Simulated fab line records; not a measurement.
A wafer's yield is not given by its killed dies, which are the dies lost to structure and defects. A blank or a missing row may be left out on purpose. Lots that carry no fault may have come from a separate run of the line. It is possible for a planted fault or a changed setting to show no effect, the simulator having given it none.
The same fault as seen by 3 desks + flow nand harc + what lay behind the numbers comes last; until then each desk has only its own

## THE DEFECT DESK
Counts from the inspections along the route, per lot, as means over the sampled wafers that have a number. Any lot whose mean is over 4 standard deviations away from the usual mean is out of limits and marked OUT; that distance is given in the brackets.
Columns: A = raw defect count at NHARC_A_SIN_REMOVE_INSPECT_04, usual 376
| lot  | first seen here | A   |
|------|-----------------|-----|
| L455 | day 21 05:01    | 358 |
| L456 | day 21 11:51    | 321 |
| L458 | day 21 21:29    | 371 |
| L457 | day 21 23:16    | 387 |
| L459 | day 22 02:43    | 439 |
| L461 | day 22 23:49    | 302 |
| L462 | day 23 20:55    | 379 |
| L464 | day 24 16:47    | 403 |
| L472 | day 27 09:49    | 372 |
| L476 | day 28 19:15    | 356 |
| L475 | day 28 19:16    | 385 |
| L477 | day 29 21:10    | 389 |
Result from this desk: across the 12 lots, nothing is out of limits.

## METROLOGY DESK
Means of the sampled wafers that have a number, per lot and without regard to the tool the lot ran on: this is what the gauges read. Any lot whose mean is over 4 standard deviations away from the usual mean is out of limits and marked OUT; that distance is given in the brackets.
Columns: A = overlay x nm at NHARC_A_SLIT_OVL_MEAS_10, usual 0.0 nm; B = overlay y nm at NHARC_A_SLIT_OVL_MEAS_10, usual -0.1 nm
| lot  | first seen here | A    | B    |
|------|-----------------|------|------|
| L455 | day 20 12:20    | 0.1  | -0.3 |
| L456 | day 20 22:31    | -1.0 | 0.2  |
| L458 | day 21 08:26    | -0.9 | -0.4 |
| L457 | day 21 10:15    | -0.8 | -0.3 |
| L459 | day 21 12:18    | 1.3  | 0.8  |
| L461 | day 22 10:44    | -0.1 | 0.2  |
| L462 | day 23 07:55    | -1.0 | -1.0 |
| L464 | day 24 03:47    | -0.4 | 0.5  |
| L472 | day 26 20:42    | -0.1 | -0.1 |
| L475 | day 28 05:49    | 0.7  | -0.7 |
| L476 | day 28 06:07    | -0.5 | 0.5  |
| L477 | day 29 08:02    | 1.8  | -1.4 |
Result from this desk: across the 12 lots, nothing is out of limits.

## DESK OF THE TOOL OWNER: ald metal-03
The tool's own readings at NHARC_A_WL_FILL_ALD_02 (deposits TiN, target thk 2 nm, pulse time 3 s, ald cycles 100): means of the sampled wafers that have a number, for each lot that ran on this tool. Any lot whose mean is over 4 standard deviations away from the usual mean is out of limits and marked OUT; that distance is given in the brackets.
Columns: A = heater power w at NHARC_A_WL_FILL_ALD_02, usual 1091 W; B = precursor pulse height rel at NHARC_A_WL_FILL_ALD_02, usual 1.000
| lot  | first seen here | A    | B     |
|------|-----------------|------|-------|
| L457 | day 21 23:52    | 1045 | 0.990 |
| L461 | day 23 00:22    | 1099 | 1.005 |
| L462 | day 23 21:28    | 1016 | 0.998 |
| L472 | day 27 10:22    | 1091 | 1.003 |
Result from this desk: across the 4 lots, nothing is out of limits.

## BROUGHT TOGETHER
Nothing out of limits was seen by the defect desk.
From the metrology desk's view, nothing was out of limits.
The desk of the tool owner found nothing out of limits.

## WHAT THE SIMULATOR HAD INSERTED
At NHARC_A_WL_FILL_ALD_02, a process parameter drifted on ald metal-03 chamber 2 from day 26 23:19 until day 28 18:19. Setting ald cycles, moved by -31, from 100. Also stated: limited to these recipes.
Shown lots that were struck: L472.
